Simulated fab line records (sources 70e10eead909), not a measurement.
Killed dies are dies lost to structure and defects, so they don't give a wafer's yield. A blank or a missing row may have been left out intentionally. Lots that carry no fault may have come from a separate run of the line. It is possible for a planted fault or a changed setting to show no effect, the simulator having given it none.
fab line records	flow nandHarc	part 1 of 2: steps 1 to 28 of 38
record lots=5	wafers=15	lastDay=33
route steps=1302 shown P_STI@100 P_GATE@110
lots that met no fault: taken from a fault-free run of the same line
startH: the number of hours between the record's first day and the start of the first shown wafer of the lot	waitH: how many hours have passed since the lot's step before this one	" as in the row above	L1.1+2: a single row standing in for several wafers	- value missing, or start not given	* or withheld: withheld	< > ~ a bound
route shown NAME@n: names a module that has steps shown in the file, with the first one's number in the route	usual: mean and standard deviation over wafers with no fault	same: alike in all rows	chamber/n: place in a boat	sites: per-site readings	_std_site: the values' standard deviation	_edge_site: outer sites' mean less inner sites'	radiusMm: for every site, how far away it sits from the centre of the wafer	mask NAME#n: copy n	behind: the last tool/chamber to shape the wafer	hold: reason for holding the lot/hours on hold/outcome of the hold	device: the transistor (n, p or np) that didn't switch	end of line: the tests these same wafers got at the end of their route	step lacking rows: just its recipe	killed: not the wafer's yield, but the dies lost to structure and defects at the first sort	map: shows each die of a wafer: x if killed, . if not, _ if none is there
set.NAME: the setting that was run; set.NAME@STEP: the one run at that earlier step	model.NAME: the simulator's own value behind a step, which no gauge read
lots seen at some steps along the route; tables by step, rows by wafer
services: from which hour (startH, from the record's first day; less than 0 if before it) a tool's chamber was out of use, for how many hours, and why
## steps
# step NHARC_P_STI_CMP_21
# recipe tOverpolishS=20	targetThkNm=380.67
# usual motorCurrentA=11.9/1.3	overpolishRunS=20.000/0.0099
lot.wafer	tool	chamber	startH	waitH	motorCurrentA	overpolishRunS
L087.3	cmp-04	0	190.23	0.4	10.5	20.005
L087.6	"	0	"	"	10.9	19.994
L087.5	"	1	"	"	13.3	20.008
L089.4	cmp-02	1	212.80	0.4	13.0	19.997
L089.6	"	2	"	"	10.2	20.002
L089.5	"	3	"	"	12.8	20.018
L090.3	cmp-04	2	220.91	0.4	11.2	19.981
L090.4	"	3	"	"	10.4	20.014
L090.2	"	0	"	"	10.2	19.996
L091.1	cmp-01	2	232.08	0.4	10.5	19.991
L091.4	"	3	"	"	11.8	20.002
L091.3	"	0	"	"	13.0	19.999
L097.1	cmp-01	1	291.57	0.4	12.8	19.993
L097.3	"	2	"	"	10.3	20.008
L097.5	"	0	"	"	12.6	20.000
# step NHARC_P_STI_SRD_35
lot.wafer	tool	chamber	startH	waitH
L087.6+5+3	wetBench-03	0,4,5	190.53	0.0
L089.4+5+6	wetBench-09	7,1,2	213.04	0.0
L090.4+3+2	wetBench-03	3,5,6	221.19	0.0
L091.4+1+3	wetBench-03	4,6,7	232.36	0.0
L097.3+5+1	wetBench-05	4,5,0	291.85	0.0
# step NHARC_P_STI_ETCH_36
# recipe targetDepthA=388	chemistry=dHF	material=SiO2
lot.wafer	tool	chamber	startH	waitH
L087.6+5+3	wetBench-03	0,4,5	190.56	0.0
L089.4+5+6	wetBench-09	7,1,2	213.06	0.0
L090.4+3+2	wetBench-03	3,5,6	221.21	0.0
L091.4+1+3	wetBench-03	4,6,7	232.38	0.0
L097.3+5+1	wetBench-05	4,5,0	291.87	0.0
# step NHARC_P_STI_STRIP_24
# recipe tempC=160	chemistry=H3PO4	material=Si3N4
lot.wafer	tool	chamber	startH	waitH
L087.6+5+3	wetBench-03	0,4,5	190.57	0.0
L089.4+5+6	wetBench-09	7,1,2	213.08	0.0
L090.4+3+2	wetBench-03	3,5,6	221.22	0.0
L091.4+1+3	wetBench-03	4,6,7	232.39	0.0
L097.3+5+1	wetBench-05	4,5,0	291.89	0.0
# step NHARC_P_STI_ETCH_37
# recipe targetDepthA=110	chemistry=dHF	material=SiO2
lot.wafer	tool	chamber	startH	waitH
L087.6+5+3	wetBench-03	0,4,5	-	-
L089.4+5+6	wetBench-09	7,1,2	-	-
L090.4+3+2	wetBench-03	3,5,6	-	-
L091.4+1+3	wetBench-03	4,6,7	-	-
L097.3+5+1	wetBench-05	4,5,0	-	-
# step NHARC_P_STI_PRECLEAN_38
# recipe timeS=*	tempC=50	bathAgeMin=0	chemistry=SC1
# usual diwFlowMLMin=1415/4.3
# same timeS=*
lot.wafer	tool	chamber	startH	waitH	diwFlowMLMin
L087.6	wetBench-03	0	-	-	1416
L087.5	"	4	"	"	1417
L087.3	"	5	"	"	1415
L089.4	wetBench-09	7	-	-	1415
L089.5	"	1	"	"	1418
L089.6	"	2	"	"	1415
L090.4	wetBench-03	3	-	-	1418
L090.3	"	5	"	"	1418
L090.2	"	6	"	"	1418
L091.4	wetBench-03	4	-	-	1413
L091.1	"	6	"	"	1412
L091.3	"	7	"	"	1416
L097.3	wetBench-05	4	-	-	1417
L097.5	"	5	"	"	1415
L097.1	"	0	"	"	1421
# step NHARC_P_STI_SRD_39
lot.wafer	tool	chamber	startH	waitH
L087.6+5+3	wetBench-03	0,4,5	-	-
L089.4+5+6	wetBench-09	7,1,2	-	-
L090.4+3+2	wetBench-03	3,5,6	-	-
L091.4+1+3	wetBench-03	4,6,7	-	-
L097.3+5+1	wetBench-05	4,5,0	-	-
# step NHARC_P_STI_OXIDE_40
# recipe targetThkA=100	tempC=900	oxTimeS=1362	material=SiO2
# usual zonePowerBottomPct=28.4/0.61	zonePowerLowerPct=17.9/1.6
lot.wafer	tool	chamber	startH	waitH	zonePowerBottomPct	zonePowerLowerPct
L087.3	furnace-05	0	194.63	-	29.0	20.6
L087.5	"	0	"	"	29.5	20.6
L087.6	"	0	"	"	29.2	21.0
L089.4	furnace-06	0	218.25	-	27.8	17.2
L089.5	"	0	"	"	27.9	17.5
L089.6	"	0	"	"	28.3	17.4
L090.2	furnace-06	0	224.78	-	28.2	17.6
L090.3	"	0	"	"	28.0	17.3
L090.4	"	0	"	"	27.4	17.3
L091.1	furnace-08	0	235.75	-	28.1	16.3
L091.3	"	0	"	"	28.3	16.2
L091.4	"	0	"	"	28.3	16.2
L097.1	furnace-08	0	295.38	-	28.5	16.5
L097.3	"	0	"	"	27.9	16.2
L097.5	"	0	"	"	28.1	16.5
# step NHARC_P_STI_INSPECT_25
# usual rawDefectCount=216/81
lot.wafer	tool	chamber	startH	waitH	rawDefectCount
L087.3	defectInspect-02	-	198.73	0.4	227
L087.5	"	-	"	"	253
L087.6	"	-	"	"	148
L089.4	defectInspect-02	-	222.33	0.4	202
L089.5	"	-	"	"	91
L089.6	"	-	"	"	213
L090.2	defectInspect-02	-	228.78	0.4	169
L090.3	"	-	"	"	250
L090.4	"	-	"	"	263
L091.1	defectInspect-02	-	239.81	0.4	179
L091.3	"	-	"	"	233
L091.4	"	-	"	"	542
L097.1	defectInspect-02	-	299.44	0.4	267
L097.3	"	-	"	"	214
L097.5	"	-	"	"	212
# step NHARC_P_GATE_ETCH_69
# recipe targetDepthA=140	chemistry=dHF	material=SiO2
lot.wafer	tool	chamber	startH	waitH
L087.6+5+3	wetBench-07	3,4,7	198.78	0.0
L089.5+4+6	wetBench-02	7,0,3	222.39	0.1
L090.2+4+3	wetBench-07	6,7,2	228.85	0.1
L091.1+4+3	wetBench-01	7,1,4	239.87	0.1
L097.3+5+1	wetBench-01	2,4,5	299.52	0.1
# step NHARC_P_GATE_PRECLEAN_70
# recipe timeS=*	tempC=50	bathAgeMin=0	chemistry=SC1
# usual diwFlowMLMin=1415/4.1
# same timeS=*
lot.wafer	tool	chamber	startH	waitH	diwFlowMLMin
L087.6	wetBench-07	3	198.88	0.1	1416
L087.5	"	4	"	"	1414
L087.3	"	7	"	"	1418
L089.5	wetBench-02	7	222.47	0.1	1415
L089.4	"	0	"	"	1419
L089.6	"	3	"	"	1412
L090.2	wetBench-07	6	228.93	0.1	1418
L090.4	"	7	"	"	1421
L090.3	"	2	"	"	1413
L091.1	wetBench-01	7	239.96	0.1	1415
L091.4	"	1	"	"	1411
L091.3	"	4	"	"	1409
L097.3	wetBench-01	2	299.59	0.1	1413
L097.5	"	4	"	"	1408
L097.1	"	5	"	"	1414
# step NHARC_P_GATE_SRD_01
lot.wafer	tool	chamber	startH	waitH
L087.6+5+3	wetBench-07	3,4,7	-	-
L089.5+4+6	wetBench-02	7,0,3	-	-
L090.2+4+3	wetBench-07	6,7,2	-	-
L091.1+4+3	wetBench-01	7,1,4	-	-
L097.3+5+1	wetBench-01	2,4,5	-	-
# step NHARC_P_GATE_OXIDE_02
# recipe targetThkA=375	tempC=950	pH2oTorr=720	oxTimeS=365	material=SiO2
# usual zonePowerBottomPct=33.2/2.2	zonePowerLowerPct=20.3/0.9
lot.wafer	tool	chamber	startH	waitH	zonePowerBottomPct	zonePowerLowerPct
L087.3	furnace-03	0	202.09	-	31.1	19.3
L087.5	"	0	"	"	30.8	19.5
L087.6	"	0	"	"	30.6	19.8
L089.4	furnace-07	0	226.05	-	35.2	20.6
L089.5	"	0	"	"	36.1	20.3
L089.6	"	0	"	"	35.3	20.2
L090.2	furnace-03	0	232.46	-	30.2	19.5
L090.3	"	0	"	"	30.5	19.7
L090.4	"	0	"	"	30.9	19.1
L091.1	furnace-03	0	243.17	-	30.8	19.2
L091.3	"	0	"	"	30.5	19.4
L091.4	"	0	"	"	30.6	19.7
L097.1	furnace-07	0	307.00	-	35.6	20.2
L097.3	"	0	"	"	35.3	20.0
L097.5	"	0	"	"	34.9	20.5
# step NHARC_P_GATE_DEHYDRATE_03
# recipe tempC=150	timeS=120
# usual chillPlateTempC=22.98/0.092	exhaustPa=45.0/0.77
# same timeS=120
lot.wafer	tool	chamber	startH	waitH	chillPlateTempC	exhaustPa
L087.3	lithoTrack-07	0	206.71	0.4	23.01	44.4
L087.5	"	0	"	"	22.93	45.7
L087.6	"	0	"	"	23.15	44.1
L089.4	lithoTrack-07	0	230.59	0.4	23.04	45.2
L089.5	"	0	"	"	22.88	45.0
L089.6	"	0	"	"	22.90	45.1
L090.2	lithoTrack-03	0	237.07	0.4	23.03	44.2
L090.3	"	0	"	"	23.01	44.6
L090.4	"	0	"	"	22.98	45.1
L091.1	lithoTrack-07	0	247.74	0.4	23.04	45.9
L091.3	"	0	"	"	22.94	44.9
L091.4	"	0	"	"	22.98	45.8
L097.1	lithoTrack-03	0	311.68	0.4	23.03	43.7
L097.3	"	0	"	"	23.06	43.5
L097.5	"	0	"	"	22.85	44.3
# step NHARC_P_GATE_HMDS_04
# recipe timeS=30
# usual chillPlateTempC=23.02/0.099	exhaustPa=45.0/0.85
# same timeS=30
lot.wafer	tool	chamber	startH	waitH	chillPlateTempC	exhaustPa
L087.3	lithoTrack-07	0	-	-	22.98	44.3
L087.5	"	0	"	"	23.23	44.4
L087.6	"	0	"	"	23.01	45.1
L089.4	lithoTrack-07	0	-	-	22.86	43.7
L089.5	"	0	"	"	23.01	45.2
L089.6	"	0	"	"	22.97	44.8
L090.2	lithoTrack-03	0	-	-	22.97	44.3
L090.3	"	0	"	"	23.24	44.7
L090.4	"	0	"	"	22.93	44.0
L091.1	lithoTrack-07	0	-	-	23.02	45.4
L091.3	"	0	"	"	22.95	45.0
L091.4	"	0	"	"	23.09	45.9
L097.1	lithoTrack-03	0	-	-	23.12	46.0
L097.3	"	0	"	"	23.12	46.9
L097.5	"	0	"	"	23.19	45.1
# step NHARC_P_GATE_COAT_05
# recipe spinRpm=4690
# usual chillPlateTempC=22.98/0.11	exhaustPa=44.8/0.82
lot.wafer	tool	chamber	startH	waitH	chillPlateTempC	exhaustPa
L087.3	lithoTrack-07	0	-	-	22.99	45.4
L087.5	"	0	"	"	22.94	44.8
L087.6	"	0	"	"	22.91	44.8
L089.4	lithoTrack-07	0	-	-	22.87	44.7
L089.5	"	0	"	"	23.03	44.6
L089.6	"	0	"	"	23.09	44.9
L090.2	lithoTrack-03	0	-	-	22.90	45.1
L090.3	"	0	"	"	23.00	45.7
L090.4	"	0	"	"	23.15	44.3
L091.1	lithoTrack-07	0	-	-	22.99	45.2
L091.3	"	0	"	"	23.11	45.7
L091.4	"	0	"	"	23.05	45.3
L097.1	lithoTrack-03	0	-	-	23.04	43.7
L097.3	"	0	"	"	23.04	44.2
L097.5	"	0	"	"	23.00	45.3
# step NHARC_P_GATE_SOFTBAKE_06
# recipe tempC=122	timeS=95
# usual chillPlateTempC=22.97/0.096	exhaustPa=45.1/1
# same timeS=95
lot.wafer	tool	chamber	startH	waitH	chillPlateTempC	exhaustPa
L087.3	lithoTrack-07	0	-	-	23.08	45.0
L087.5	"	0	"	"	22.91	45.4
L087.6	"	0	"	"	23.07	43.9
L089.4	lithoTrack-07	0	-	-	22.87	45.1
L089.5	"	0	"	"	22.99	45.4
L089.6	"	0	"	"	23.07	45.5
L090.2	lithoTrack-03	0	-	-	22.99	46.5
L090.3	"	0	"	"	23.12	46.8
L090.4	"	0	"	"	23.10	44.7
L091.1	lithoTrack-07	0	-	-	23.02	43.3
L091.3	"	0	"	"	22.91	44.8
L091.4	"	0	"	"	22.81	45.2
L097.1	lithoTrack-03	0	-	-	22.92	43.0
L097.3	"	0	"	"	22.98	45.8
L097.5	"	0	"	"	22.98	43.1
# step NHARC_P_GATE_EBR_07
# usual chillPlateTempC=23.02/0.094	exhaustPa=44.9/0.87
lot.wafer	tool	chamber	startH	waitH	chillPlateTempC	exhaustPa
L087.3	lithoTrack-07	0	-	-	23.00	46.1
L087.5	"	0	"	"	22.93	45.8
L087.6	"	0	"	"	23.06	44.9
L089.4	lithoTrack-07	0	-	-	23.14	45.5
L089.5	"	0	"	"	23.00	44.8
L089.6	"	0	"	"	23.17	46.1
L090.2	lithoTrack-03	0	-	-	23.13	45.0
L090.3	"	0	"	"	23.05	45.7
L090.4	"	0	"	"	23.11	45.1
L091.1	lithoTrack-07	0	-	-	22.98	44.6
L091.3	"	0	"	"	22.91	45.0
L091.4	"	0	"	"	23.03	44.3
L097.1	lithoTrack-03	0	-	-	23.00	45.2
L097.3	"	0	"	"	22.97	44.8
L097.5	"	0	"	"	22.75	44.8
# step NHARC_P_GATE_EXPOSE_08
# recipe na=0.6	doseMj=16.75	maskId=P_HV
# usual reticleTempC=22.99/0.11
lot.wafer	tool	chamber	startH	waitH	mask	reticleTempC
L087.3	krfScanner-04	0	207.02	-	P_HV#0	23.07
L087.5	"	0	"	"	P_HV#0	23.01
L087.6	"	0	"	"	P_HV#0	23.07
L089.4	krfScanner-02	0	230.88	-	P_HV#0	22.76
L089.5	"	0	"	"	P_HV#0	22.90
L089.6	"	0	"	"	P_HV#0	22.88
L090.2	krfScanner-04	0	237.34	-	P_HV#0	22.79
L090.3	"	0	"	"	P_HV#0	23.08
L090.4	"	0	"	"	P_HV#0	22.91
L091.1	krfScanner-01	0	248.01	-	P_HV#0	22.74
L091.3	"	0	"	"	P_HV#0	22.83
L091.4	"	0	"	"	P_HV#0	22.84
L097.1	krfScanner-02	0	311.83	-	P_HV#0	23.10
L097.3	"	0	"	"	P_HV#0	23.04
L097.5	"	0	"	"	P_HV#0	22.97
# step NHARC_P_GATE_PEB_09
# recipe pebTempC=118	pebTimeS=85
# usual chillPlateTempC=23.01/0.097	exhaustPa=45.1/0.91
lot.wafer	tool	chamber	startH	waitH	chillPlateTempC	exhaustPa
L087.3	lithoTrack-05	0	207.08	0.1	23.21	45.0
L087.5	"	0	"	"	23.09	45.3
L087.6	"	0	"	"	23.21	44.4
L089.4	lithoTrack-07	0	230.93	0.0	22.95	44.8
L089.5	"	0	"	"	22.90	44.7
L089.6	"	0	"	"	23.07	43.7
L090.2	lithoTrack-03	0	237.40	0.1	22.97	44.5
L090.3	"	0	"	"	22.89	45.3
L090.4	"	0	"	"	22.93	44.7
L091.1	lithoTrack-05	0	248.07	0.1	23.06	47.5
L091.3	"	0	"	"	23.06	46.9
L091.4	"	0	"	"	23.03	45.5
L097.1	lithoTrack-07	0	311.90	0.1	22.96	45.5
L097.3	"	0	"	"	23.26	46.5
L097.5	"	0	"	"	23.29	44.1
# step NHARC_P_GATE_DEVELOP_10
# recipe timeS=70
# usual chillPlateTempC=22.98/0.097	exhaustPa=45.0/0.85
# same timeS=70
lot.wafer	tool	chamber	startH	waitH	chillPlateTempC	exhaustPa
L087.3	lithoTrack-05	0	-	-	22.87	45.7
L087.5	"	0	"	"	22.91	45.4
L087.6	"	0	"	"	22.86	44.5
L089.4	lithoTrack-07	0	-	-	23.21	44.2
L089.5	"	0	"	"	23.01	43.9
L089.6	"	0	"	"	23.14	44.4
L090.2	lithoTrack-03	0	-	-	22.97	45.5
L090.3	"	0	"	"	23.03	44.4
L090.4	"	0	"	"	23.06	44.6
L091.1	lithoTrack-05	0	-	-	23.03	44.9
L091.3	"	0	"	"	22.98	47.2
L091.4	"	0	"	"	23.02	44.1
L097.1	lithoTrack-07	0	-	-	22.93	44.0
L097.3	"	0	"	"	22.91	43.7
L097.5	"	0	"	"	22.99	45.0
# step NHARC_P_GATE_CD_MEAS_11
# recipe targetCdNm=1640	landingEnergyEv=500
# usual cdNm=1639.6/1.6
lot.wafer	tool	chamber	startH	waitH	cdNm
L087.3	cdSem-02	0	207.17	-	1641.4
L087.5	"	0	"	"	1641.1
L087.6	"	0	"	"	1640.1
L089.4	cdSem-01	0	231.03	-	1638.4
L089.5	"	0	"	"	1637.7
L089.6	"	0	"	"	1638.0
L090.2	cdSem-03	0	237.50	-	1640.5
L090.3	"	0	"	"	1640.7
L090.4	"	0	"	"	1641.6
L091.1	cdSem-01	0	248.16	-	1641.2
L091.3	"	0	"	"	1640.9
L091.4	"	0	"	"	1641.0
L097.1	cdSem-02	0	311.99	-	1639.2
L097.3	"	0	"	"	1640.5
L097.5	"	0	"	"	1639.1
# step NHARC_P_GATE_HARDBAKE_12
# recipe tempC=125	timeS=80
# usual chillPlateTempC=23.01/0.11	exhaustPa=45.1/0.73
# same timeS=80
lot.wafer	tool	chamber	startH	waitH	chillPlateTempC	exhaustPa
L087.3	lithoTrack-07	0	207.25	-	22.89	44.9
L087.5	"	0	"	"	22.96	45.5
L087.6	"	0	"	"	22.91	45.2
L089.4	lithoTrack-03	0	231.11	-	23.22	43.3
L089.5	"	0	"	"	23.02	44.4
L089.6	"	0	"	"	22.95	43.7
L090.2	lithoTrack-07	0	237.58	-	22.91	44.2
L090.3	"	0	"	"	23.07	45.0
L090.4	"	0	"	"	23.05	44.9
L091.1	lithoTrack-07	0	248.24	-	23.11	45.5
L091.3	"	0	"	"	22.85	45.3
L091.4	"	0	"	"	23.04	44.9
L097.1	lithoTrack-03	0	312.07	-	22.91	45.3
L097.3	"	0	"	"	22.83	45.6
L097.5	"	0	"	"	23.04	45.5
# step NHARC_P_GATE_DESCUM_13
# recipe timeS=3	o2FlowSccm=200	arFlowSccm=0	biasPowerW=0	chemistry=O2
# usual drypumpMotorCurrentA=6.0/0.64	oesProductAu=1.002/0.011	rfVppV=57.8/0.97	showerheadPlenumPTorr=1.93/0.055	throttleValvePct=11.311/0.0089
# same biasPowerW=0	timeS=3
lot.wafer	tool	chamber	startH	waitH	drypumpMotorCurrentA	oesProductAu	rfHoursCounterH	rfVppV	showerheadPlenumPTorr	throttleValvePct
L087.3	rieDiel-05	3	207.35	-	6.3	1.013	8.1	58.2	1.83	11.321
L087.5	"	1	"	"	5.1	1.008	-	57.4	1.95	11.309
L087.6	"	2	"	"	6.5	1.025	-	57.7	1.99	11.314
L089.4	rieDiel-03	0	231.19	-	6.8	0.994	6.3	57.4	1.94	11.301
L089.5	"	3	"	"	6.4	0.992	-	57.5	1.89	11.317
L089.6	"	0	"	"	6.8	1.006	-	57.1	1.94	11.329
L090.3	rieDiel-03	0	237.65	-	6.8	0.998	6.4	58.1	1.94	11.312
L090.2	"	2	"	"	5.2	1.004	7.0	58.1	1.90	11.310
L090.4	"	3	"	"	6.4	1.004	8.7	56.8	1.89	11.321
L091.1	rieDiel-05	1	248.34	-	5.1	1.010	0.7	59.7	1.95	11.302
L091.3	"	2	"	"	6.5	1.007	1.1	57.8	1.99	11.306
L091.4	"	3	"	"	6.2	1.018	1.0	56.6	1.83	11.317
L097.3	rieDiel-05	2	312.15	-	6.5	1.016	4.2	58.6	1.99	11.319
L097.1	"	3	"	"	6.3	1.011	4.0	56.3	1.83	11.313
L097.5	"	3	"	"	6.3	1.004	-	56.2	1.83	11.307
# step NHARC_P_GATE_ETCH_14
# recipe targetDepthA=488	chemistry=dHF	material=SiO2
lot.wafer	tool	chamber	startH	waitH
L087.5+3+6	wetBench-01	7,1,2	207.47	0.1
L089.4+6+5	wetBench-02	4,6,7	231.32	0.1
L090.2+3+4	wetBench-02	6,7,0	237.79	0.1
L091.3+4+1	wetBench-01	3,4,6	248.47	0.1
L097.3+5+1	wetBench-02	2,3,6	312.29	0.1
# step NHARC_P_GATE_STRIP_15
# recipe timeS=780	tempC=130	chemistry=SPM
# same timeS=780
lot.wafer	tool	chamber	startH	waitH
L087.5+3+6	wetBench-01	7,1,2	207.51	0.0
L089.4+6+5	wetBench-02	4,6,7	231.36	0.0
L090.2+3+4	wetBench-02	6,7,0	237.83	0.0
L091.3+4+1	wetBench-01	3,4,6	248.52	0.0
L097.3+5+1	wetBench-02	2,3,6	312.33	0.0
# step NHARC_P_GATE_PRECLEAN_71
# recipe timeS=*	tempC=50	bathAgeMin=0	chemistry=SC1
# usual diwFlowMLMin=1415/4.2
# same timeS=*
lot.wafer	tool	chamber	startH	waitH	diwFlowMLMin
L087.5	wetBench-01	7	-	-	1422
L087.3	"	1	"	"	1413
L087.6	"	2	"	"	1419
L089.4	wetBench-02	4	-	-	1416
L089.6	"	6	"	"	1411
L089.5	"	7	"	"	1402
L090.2	wetBench-02	6	-	-	1409
L090.3	"	7	"	"	1419
L090.4	"	0	"	"	1415
L091.3	wetBench-01	3	-	-	1415
L091.4	"	4	"	"	1412
L091.1	"	6	"	"	1423
L097.3	wetBench-02	2	-	-	1412
L097.5	"	3	"	"	1410
L097.1	"	6	"	"	1410
# step NHARC_P_GATE_SRD_72
lot.wafer	tool	chamber	startH	waitH
L087.5+3+6	wetBench-01	7,1,2	-	-
L089.4+6+5	wetBench-02	4,6,7	-	-
L090.2+3+4	wetBench-02	6,7,0	-	-
L091.3+4+1	wetBench-01	3,4,6	-	-
L097.3+5+1	wetBench-02	2,3,6	-	-
